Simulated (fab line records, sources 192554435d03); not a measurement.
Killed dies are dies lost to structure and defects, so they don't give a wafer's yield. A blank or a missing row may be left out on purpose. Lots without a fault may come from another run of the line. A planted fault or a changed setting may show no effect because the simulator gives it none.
Split-lot experiment | flow n5_finfet | 7 lots, 36 wafers read, on a route of 1938 steps

THE SPLIT
At N5_BEOL_M0_SAQP_SPACER2_ALD_26 (deposits SiO2, target thk 15 nm, pulse time 1 s, purge time 2 s), the setting target_thk_a was moved away from the recipe's 150 angstrom on 11 of the 36 wafers read, by -51.3% to +40.5%. The other wafers ran this setting at the recipe's value.

FROM THE SPLIT TO THE READING: what the file shows between them, 2 steps
- N5_BEOL_M0_SAQP_SPACER2_ETCHBACK_27: etches SiO2 in CHF3/O2, target depth 22.5 nm, time 11.25 s
- N5_BEOL_M0_SAQP_MANDREL2_REMOVE_110: chemistry HBr/Cl2/O2, target a-Si, stops on SiCN, bt time 10 s

THE READING
cd_nm, in nm, at N5_BEOL_M0_SAQP_CD_MEAS_29 (target cd 14.4 nm). Fault-free wafers of this fab line usually give 14.95 nm, standard deviation 0.21 nm.

wafer  | tool, chamber at the split | target_thk_a as run, angstrom | against the recipe | cd_nm, nm | against lot-mates on the recipe
L074.1 | ald_sin-02, 3,2,0,1,3,2    | 150                           | recipe             | 14.93     | -
L074.2 | ald_sin-02, 3,2,0,1,3,2    | 150                           | recipe             | 15.07     | -
L074.3 | ald_sin-02, 3,2,0,1,3,2    | 150                           | recipe             | 15.00     | -
L074.4 | ald_sin-02, 3,2,0,1,3,2    | 150                           | recipe             | 14.83     | -
L074.5 | ald_sin-02, 3,2,0,1,3,2    | 150                           | recipe             | 14.79     | -
L074.6 | ald_sin-02, 3,2,0,1,3,2    | 150                           | recipe             | 14.79     | -
L078.1 | ald_sin-03, 0,1,3,2,0,1    | 150                           | recipe             | 14.89     | -
L078.2 | ald_sin-03, 0,1,3,2,0,1    | 150                           | recipe             | 14.92     | -
L078.3 | ald_sin-03, 0,1,3,2,0,1    | 150                           | recipe             | 15.02     | -
L078.4 | ald_sin-03, 0,1,3,2,0,1    | 150                           | recipe             | 15.20     | -
L078.5 | ald_sin-03, 0,1,3,2,0,1    | 150                           | recipe             | 14.84     | -
L078.6 | ald_sin-03, 0,1,3,2,0,1    | 150                           | recipe             | 15.39     | -
L090.1 | ald_sin-02, 2,3,0          | 150                           | recipe             | 14.67     | -
L090.2 | ald_sin-02, 1,0            | 178.5                         | +19.0%             | 17.42     | +2.60
L090.3 | ald_sin-02, 2,3,0          | 150                           | recipe             | 14.93     | -
L090.4 | ald_sin-02, 2,3,0          | 150                           | recipe             | 14.87     | -
L090.5 | ald_sin-02, 3              | 178.5                         | +19.0%             | 17.84     | +3.02
L090.6 | ald_sin-02, 1,0            | 178.5                         | +19.0%             | 17.82     | +3.00
L091.1 | ald_sin-01, 0,3            | 182.3                         | +21.5%             | 18.15     | +3.30
L091.3 | ald_sin-01, 0,3            | 182.3                         | +21.5%             | 18.33     | +3.48
L091.4 | ald_sin-01, 2,1,0          | 150                           | recipe             | 14.85     | -
L094.2 | ald_sin-02, 0,2,3          | 150                           | recipe             | 15.05     | -
L094.4 | ald_sin-02, 0,2,3          | 150                           | recipe             | 15.00     | -
L094.6 | ald_sin-02, 0,2,3          | 150                           | recipe             | 14.78     | -
L095.1 | ald_sin-01, 0,1            | 210.7                         | +40.5%             | 20.79     | +5.84
L095.2 | ald_sin-01, 2,1            | 150                           | recipe             | 14.77     | -
L095.3 | ald_sin-01, 0,1            | 210.7                         | +40.5%             | 20.95     | +6.00
L095.4 | ald_sin-01, 3              | 150                           | recipe             | 15.21     | -
L095.5 | ald_sin-01, 2              | 210.7                         | +40.5%             | 21.15     | +6.20
L095.6 | ald_sin-01, 2,1            | 150                           | recipe             | 14.87     | -
L097.1 | ald_sin-03, 3,0,0          | 150                           | recipe             | 15.21     | -
L097.2 | ald_sin-03, 3,0,0          | 150                           | recipe             | 14.98     | -
L097.3 | ald_sin-03, 2,1,1          | 72.98                         | -51.3%             | 7.34      | -7.67
L097.4 | ald_sin-03, 2,1,1          | 72.98                         | -51.3%             | 6.99      | -8.02
L097.5 | ald_sin-03, 3,0,0          | 150                           | recipe             | 14.83     | -
L097.6 | ald_sin-03, 2,1,1          | 72.98                         | -51.3%             | 7.41      | -7.60
Where a row lists several chambers, the file gives one row for several wafers and doesn't say which wafer went through which chamber.

THE FIT
A straight line over all 36 wafers: cd_nm changes by +0.149 nm for each +1% of target_thk_a; r = +1.00; the points scatter about the line by 0.17 nm.
The same after taking each lot's own level away (the mean of its wafers on the recipe; 36 wafers): +0.151 nm for each +1%; r = +1.00; scatter 0.16 nm.
On that fit, the largest move of target_thk_a shifts the reading by 7.7 nm.
The lots' own levels span 14.823 to 15.043 nm, that is 1.0 times the standard deviation above.
So the lot-to-lot level changes the slope little: the two slopes agree.
Check: with one of the wafers moved furthest among these (-51.3%) left out of the fit, the line predicts -7.76 nm for it against its lot-mates. It came out at -7.67 nm against them.

OTHER SPLITS ON THESE WAFERS
These wafers also went through other splits before the reading. Each is held against what the fit with the lots' levels taken away leaves over:
other split on the same wafers        | wafers away from the commonest value | r with cd_nm (lot level and that fit taken away)
N5_DUMMY_GATE_ETCH_31 target_depth_a  | 9                                    | -0.27
N5_HKMG_FIN_ALD_79 ald_cycles         | 12                                   | +0.06
N5_MOL_CONTACT_COAG_ALD_27 ald_cycles | 11                                   | +0.02

THE WHOLE CHAIN: every reading that the file lists as answering this split, in the file's order
step                                | what it does                                                            | reading                                                                                     | change (the file's fit)                                                            | r (the file's)
N5_BEOL_M0_SAQP_SPACER2_ALD_26      | deposits SiO2, target thk 15 nm, pulse time 1 s, purge time 2 s         | SiO2_of_BEOL_M0_SAQP_SPACER2_ALD_26.thk_nm (the simulator's own value, which no gauge read) | +0.152 nm for each +1% of the setting                                              | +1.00
N5_BEOL_M0_SAQP_MANDREL2_REMOVE_110 | chemistry HBr/Cl2/O2, target a-Si, stops on SiCN, bt time 10 s          | BEOL_M0_SAQP.cd_nm (the simulator's own value, which no gauge read)                         | +0.151 nm for each +1% of the setting                                              | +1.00
N5_BEOL_M0_SAQP_CD_MEAS_29          | target cd 14.4 nm                                                       | cd_nm                                                                                       | +0.151 nm for each +1% of the setting                                              | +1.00
N5_BEOL_M0_CUTY_ETCH_63             | etches SOC in N2/H2, target depth 82.7 nm, overetch 16.5 nm, time 124 s | SiO2_of_BEOL_M0_SAQP_SPACER2_ALD_26.thk_nm (the simulator's own value, which no gauge read) | +0.131 nm for each +1% of the setting                                              | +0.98
N5_BEOL_M0_ETCH_138                 | etches SiCN in CH3F/O2, target depth 12 nm, time 31.6 s                 | SiO2_of_BEOL_M0_SAQP_SPACER2_ALD_26.thk_nm (the simulator's own value, which no gauge read) | +0.12 nm for each +1% of the setting                                               | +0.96
N5_BEOL_M0_HM_OPEN_105              | chemistry Cl2/BCl3, target TiN, target depth 12 nm                      | SiO2_of_BEOL_M0_SAQP_SPACER2_ALD_26.thk_nm (the simulator's own value, which no gauge read) | not straight: 0.4 at the lowest setting, 2.741 at the recipe, 8.933 at the highest | not given

THE FILE'S OWN FIT
cd_nm changes by +0.151 nm for each +1% of target_thk_a, r = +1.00.
